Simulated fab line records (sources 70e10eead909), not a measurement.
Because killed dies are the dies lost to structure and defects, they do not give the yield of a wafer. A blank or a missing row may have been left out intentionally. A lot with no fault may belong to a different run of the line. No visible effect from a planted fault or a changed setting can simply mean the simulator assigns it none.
Matching of chambers :: flow nand-harc :: rie-diel-06 running NHARC_A_STAIRCASE_DESCUM_186: 4 sister chambers
The step chemistry O2, time 3 s. 4 wafers are shown with their chamber, then 9 later ones without.

== WAFERS, EACH WITH ITS CHAMBER ==
wafer: L085.5
chamber: 3
drypump-motor-current-A (A): 5.8

wafer: L090.3
chamber: 2
drypump-motor-current-A (A): 5.6

wafer: L090.4
chamber: 1
drypump-motor-current-A (A): 6.0

wafer: L090.5
chamber: 0
drypump-motor-current-A (A): 5.8

== WAFERS WHOSE CHAMBER IS MISSING ==
wafer: L092.1
drypump-motor-current-A (A): 6.0

wafer: L092.3
drypump-motor-current-A (A): 5.7

wafer: L092.5
drypump-motor-current-A (A): 5.5

wafer: L096.3
drypump-motor-current-A (A): 5.8

wafer: L096.5
drypump-motor-current-A (A): 5.7

wafer: L096.6
drypump-motor-current-A (A): 5.7

wafer: L097.1
drypump-motor-current-A (A): 5.5

wafer: L097.3
drypump-motor-current-A (A): 5.7

wafer: L097.4
drypump-motor-current-A (A): 5.5

== CHAMBER TAKEN BY EACH ==
wafer: L092.1
from the rows above: 1
in truth: 1

wafer: L092.3
from the rows above: can't be placed: 0 or 3 or 2
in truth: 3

wafer: L092.5
from the rows above: 2
in truth: 2

wafer: L096.3
from the rows above: can't be placed: 0 or 3
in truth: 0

wafer: L096.5
from the rows above: can't be placed: 0 or 3 or 2
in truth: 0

wafer: L096.6
from the rows above: can't be placed: 0 or 3 or 2
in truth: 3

wafer: L097.1
from the rows above: 2
in truth: 2

wafer: L097.3
from the rows above: can't be placed: 0 or 3 or 2
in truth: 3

wafer: L097.4
from the rows above: 2
in truth: 2
Placed correctly: 4 of 9. From these rows, 5 cannot be placed; in 5 the true chamber is one of the candidates. 0 placed wrongly.
How it was worked out, from the rows above alone: a wafer's distance from a chamber is the root of the sum, over the readings, of the square of ((its reading less the chamber's mean) divided by the reading's scatter). The wafer belongs to the nearest chamber; if the next one is less than 2 further off, it can't be placed. A chamber's mean is the mean of its shown wafers. The scatter (one wafer shown for each chamber): square how far every hidden wafer sits from the nearest shown wafer, average those squares and take the square root.
